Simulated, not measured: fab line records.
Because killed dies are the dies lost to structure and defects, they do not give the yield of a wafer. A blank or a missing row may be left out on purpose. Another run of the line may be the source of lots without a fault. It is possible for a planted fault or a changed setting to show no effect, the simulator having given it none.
fab line records ; flow n5Finfet
record lots=4; wafers=12; lastDay=17
route steps=1938 shown BEOL_M0@746 BEOL_M1@751 BEOL_M4@1111
lots untouched by any fault: they come from a run of this same line in which no faults occurred
startH: start of the lot's first displayed wafer, in hours after the record's first day ; waitH: time in hours since the lot's previous step ; " as in the row above ; L1.1+2: several wafers, shown together as one row ; - no value, or no start given ; * or withheld: withheld ; < > ~ a bound
route shown NAME@n: NAME is a module with steps in the file, n the number in the route of the first one ; usual: mean/standard deviation of fault-free wafers ; same: alike in all rows ; chamber/n: place in a boat ; sites: readings site by site ; _std_site: the standard deviation of these ; _edge_site: the outer-site mean with the inner-site mean subtracted ; radiusMm: how far each site lies from the wafer's centre ; mask NAME#n: copy n ; behind: the tool/chamber that last shaped the wafer ; hold: the reason the lot was held/the length of the hold in hours/how it ended ; device: transistor that didn't switch, given as n, p or np ; end of line: tests run on the same wafers once the route is complete ; a step with no rows: only its recipe ; killed: dies that structure and defects cost at the first sort, which is not the same as the wafer's yield ; map: dies across one wafer; x = killed, . = not, _ = none there
set.NAME: setting as actually run; set.NAME@STEP: the setting as run at that earlier step ; model.NAME: the simulator's own value behind a step, which no gauge read
a table for each step, a row for each wafer; lots at some steps of the route
services: a tool's chamber out of use, with start hour (startH, from the record's first day; less than 0 if before it), hours out, and reason
## steps
# step N5_BEOL_M0_CO_CAP_123
# recipe material=Co; targetThkA=20; tempC=200; precursor=CCTBA/H2; pressureTorr=30; timeS=102.1
# step N5_BEOL_M0_PRE_CLEAN_124
# recipe gas=NH3; timeS=15; tempC=withheld; rfPowerW=300
# step N5_BEOL_M0_DEP_125
# recipe material=SiCN; targetThkA=80; tempC=withheld; precursor=3MS/NH3; pressureTorr=3; rfW=202; timeS=14
# step N5_BEOL_M1_ILD_DEP_00
# recipe material=SiOC; targetThkA=790; tempC=350; precursor=DEMS/O2; pressureTorr=5; rfW=500; timeS=15.3
# step N5_BEOL_M1_PECVD_72
# recipe material=SiO2; targetThkA=160; tempC=400; precursor=TEOS/O2; pressureTorr=5.5; rfW=450; teosFlowSccm=53.8; gas=O2; flowSccm=3000; timeS=18
# step N5_BEOL_M1_HM_DEP_02
# recipe material=TiN; targetThkA=200; tempC=25; chamberPressurePa=0.49996
# step N5_BEOL_M1_COAT_61
# recipe resist=SOC; tempC=250; timeS=60; spinRpm=1500; resistThkNm=60
# step N5_BEOL_M1_COAT_62
# recipe resist=SiARC; tempC=220; timeS=60; spinRpm=1500; resistThkNm=12
# step N5_BEOL_M1_COAT_73
# recipe resist=underlayer; tempC=205; timeS=60; spinRpm=1500; resistThkNm=5
# step N5_BEOL_M1_COAT_05
# recipe resist=CAR-EUV; spinRpm=1500; resistThkNm=30
# usual dispensePressureKPa=53/5.3; spinSpeedRpm=1500.0/0.93
lot.wafer;tool;chamber;startH;waitH;dispensePressureKPa;spinSpeedRpm;model.CAR-EUV_of_BEOL_M1_COAT_05.thkNm
L617.3;lithoTrack-03;0;135.47;-;56;1499.6;30
L617.4;lithoTrack-03;0;135.47;-;56;1501.4;30
L617.5;lithoTrack-03;0;135.47;-;56;1500.6;30
L623.3;lithoTrack-03;0;163.40;-;56;1578.6;29.2
L623.4;lithoTrack-03;0;163.40;-;56;1579.1;29.2
L623.5;lithoTrack-03;0;163.40;-;56;1578.7;29.2
L624.2;lithoTrack-03;0;166.58;-;56;1578.0;29.2
L624.5;lithoTrack-03;0;166.58;-;56;1579.3;29.2
L624.6;lithoTrack-03;0;166.58;-;56;1579.3;29.2
L627.2;lithoTrack-04;0;186.24;-;55;1500.0;30
L627.3;lithoTrack-04;0;186.24;-;56;1501.2;30
L627.5;lithoTrack-04;0;186.24;-;55;1500.5;30
# step N5_BEOL_M1_EBR_07
# recipe solvent=PGMEA; ebrWidthMm=1.5
# step N5_BEOL_M1_SOFTBAKE_06
# recipe tempC=110; timeS=60; resist=CAR-EUV
# step N5_BEOL_M1_EXPOSE_08
# recipe maskId=M1; na=0.33; sourceShape=dipole; sigmaInner=0.369; sigmaOuter=0.767; polarization=unpolarized; doseMj=33
# step N5_BEOL_M1_PEB_09
# recipe pebTempC=100; pebTimeS=60; resist=CAR-EUV
# step N5_BEOL_M1_DEVELOP_10
# recipe developTimeS=30; developer=TMAH; resist=CAR-EUV; rinseLiquid=surfactantRinse; dry=airSpin; devTempC=23
# step N5_BEOL_M1_DESCUM_16
# recipe chemistry=O2; timeS=7; sourcePowerW=50; biasPowerW=20; pressureMtorr=20; rfFrequencyHz=2.712e+07; tempC=40; resist=CAR-EUV; o2FlowSccm=225
# step N5_BEOL_M1_ETCH_74
# recipe chemistry=N2/H2; target=underlayer; targetDepthA=65; maskMaterial=CAR-EUV; timeS=5.2; ionEnergyEv=200; pressureMtorr=30; sourceW=840; biasW=150; n2FlowSccm=200; h2FlowSccm=200; ends=cleared
# step N5_BEOL_M1_ETCH_63
# recipe chemistry=CF4; target=SiARC; targetDepthA=156; maskMaterial=CAR-EUV; timeS=26; ionEnergyEv=80; pressureMtorr=40; sourceW=545; biasW=36; Ar_flow_sccm=100; cf4FlowSccm=100; ends=cleared
# usual drypumpMotorCurrentA=5.5/0.36; etchRfOnTimeS=26.2/0.78; oesProductAu=0.64/0.061; rfVppV=183.6/1.2; showerheadPlenumPTorr=2.10/0.061; throttleValvePct=15.63/0.23
lot.wafer;tool;chamber;startH;waitH;drypumpMotorCurrentA;etchRfOnTimeS;oesProductAu;rfHoursCounterH;rfVppV;showerheadPlenumPTorr;throttleValvePct;model.CAR-EUV_of_BEOL_M1_COAT_05.thkNm
L617.3;rieDiel-02;2;138.13;0.0;5.5;26.6;0.62;217;183.4;2.11;15.55;11.2
L617.4;rieDiel-02;0;138.13;0.0;5.4;27.7;0.59;239;185.3;2.19;15.85;11.2
L617.5;rieDiel-02;1;138.13;0.0;6.0;27.0;0.62;-;183.4;2.05;15.33;11.2
L623.3;rieDiel-06;0;163.97;0.0;4.9;26.7;0.74;24;183.3;2.09;15.25;10.4
L623.4;rieDiel-06;2;163.97;0.0;5.2;25.6;0.61;213;184.8;2.21;15.70;10.4
L623.5;rieDiel-06;0;163.97;0.0;4.9;26.6;0.74;-;181.9;2.09;15.24;10.4
L624.2;rieDiel-04;1;167.13;0.0;6.3;25.6;0.60;223;182.8;2.04;15.78;10.2
L624.5;rieDiel-04;1;167.13;0.0;6.3;25.4;0.60;-;183.7;2.04;15.77;10.4
L624.6;rieDiel-04;2;167.13;0.0;5.2;26.9;0.62;-;184.1;2.22;15.66;10.4
L627.2;rieDiel-04;0;199.86;0.0;5.8;25.1;0.80;20;183.6;2.11;15.28;11.2
L627.3;rieDiel-04;1;199.86;0.0;6.3;25.5;0.59;234;181.8;2.03;15.82;11.2
L627.5;rieDiel-04;2;199.86;0.0;5.2;26.8;0.62;-;186.9;2.22;15.68;11.2
# step N5_BEOL_M1_ETCH_64
# recipe chemistry=N2/H2; target=SOC; targetDepthA=750; overetchA=150; maskMaterial=SiARC; tempC=40; timeS=112.5; ionEnergyEv=200; pressureMtorr=30; sourceW=840; biasW=150; n2FlowSccm=200; h2FlowSccm=200
# step N5_BEOL_M4_RC_MEAS_101
# usual DIBL_N=36.0/1.7; DIBL_P=36.2/1.9; IOFF_N=0.154/0.028; IOFF_P=0.21/0.036; ION_N=675/11; ION_P=463/8.3; SS_N=71.4/0.63; SS_P=73.2/0.55; VT_N=250.2/3; VT_P=-251/3.7
lot.wafer;tool;chamber;startH;waitH;DIBL_N[mV/V];DIBL_P[mV/V];IOFF_N[nA/um];IOFF_P[nA/um];ION_N[uA/um];ION_P[uA/um];SS_N[mV/dec];SS_P[mV/dec];VT_N[mV];VT_P[mV]
L617.3;prober-01;0;197.75;0.3;38.6;37.1;0.169;0.22;669;460;72.1;74.1;251.6;-250
L617.4;prober-01;0;197.75;0.3;37.7;37.1;0.153;0.22;668;459;71.8;73.8;252.2;-249
L617.5;prober-01;0;197.75;0.3;38.5;38.1;0.171;0.26;667;463;71.6;74.1;250.9;-248
L623.3;prober-01;0;269.66;0.3;36.8;37.1;0.153;0.19;686;458;72.4;73.3;250.4;-256
L623.4;prober-01;0;269.66;0.3;35.6;34.6;0.127;0.16;666;453;71.8;72.2;252.1;-255
L623.5;prober-01;0;269.66;0.3;35.6;35.9;0.129;0.18;661;455;70.7;73.1;252.2;-252
L624.2;prober-01;0;276.47;0.2;35.3;37.1;0.151;0.21;679;471;70.7;73.5;249.1;-248
L624.5;prober-01;0;276.47;0.2;36.5;38.7;0.174;0.23;673;462;71.1;74.4;246.9;-250
L624.6;prober-01;0;276.47;0.2;35.8;37.8;0.161;0.22;690;473;71.5;73.3;249.3;-248
L627.2;prober-01;0;297.67;0.2;35.7;35.4;0.148;0.16;674;451;70.8;73.4;249.5;-256
L627.3;prober-01;0;297.67;0.2;34.3;34.2;0.130;0.15;663;448;70.7;73.3;250.6;-256
L627.5;prober-01;0;297.67;0.2;36.5;36.8;0.164;0.18;686;462;71.8;73.0;251.3;-256
## services
tool;chamber;startH;hours;kind
rieDiel-04;-;116.06;28.1;pm
lithoTrack-04;-;125.94;-;consumableReplace:filter
rieDiel-02;1;154.13;5.4;repair
rieDiel-02;0;165.92;-;clean
rieDiel-02;0;165.92;-;consumableReplace:focusRing
rieDiel-02;0;165.92;16.7;scheduledDown
rieDiel-02;0;165.92;16.7;ventCycle
rieDiel-04;3;167.41;8.7;repair
rieDiel-02;-;179.40;1.0;repair
rieDiel-06;2;189.08;10.0;repair
## key
firstSign step=N5_BEOL_M1_COAT_05; reading=spinSpeedRpm; direction=up; sigmas=85; usual=*; struck=*
effect none on later readings
modelEffect step=N5_BEOL_M1_COAT_05; value=CAR-EUV_of_BEOL_M1_COAT_05.thkNm; without=30; struck=29.2
modelEffect step=N5_BEOL_M1_ETCH_63; value=CAR-EUV_of_BEOL_M1_COAT_05.thkNm; without=11.17; struck=10.37
metAt N5_BEOL_M1_COAT_05
struckWafers L623.3,L623.4,L623.5,L624.2,L624.5,L624.6
onsetBetween 135.47 163.40
fault kind=processParameterDrift; tool=lithoTrack-03; chamber=-; onsetH=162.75; steps=N5_BEOL_M1_COAT_05; channel=spinRpm; offset=*; shape=step; endH=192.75; actsIn=*; stated=*
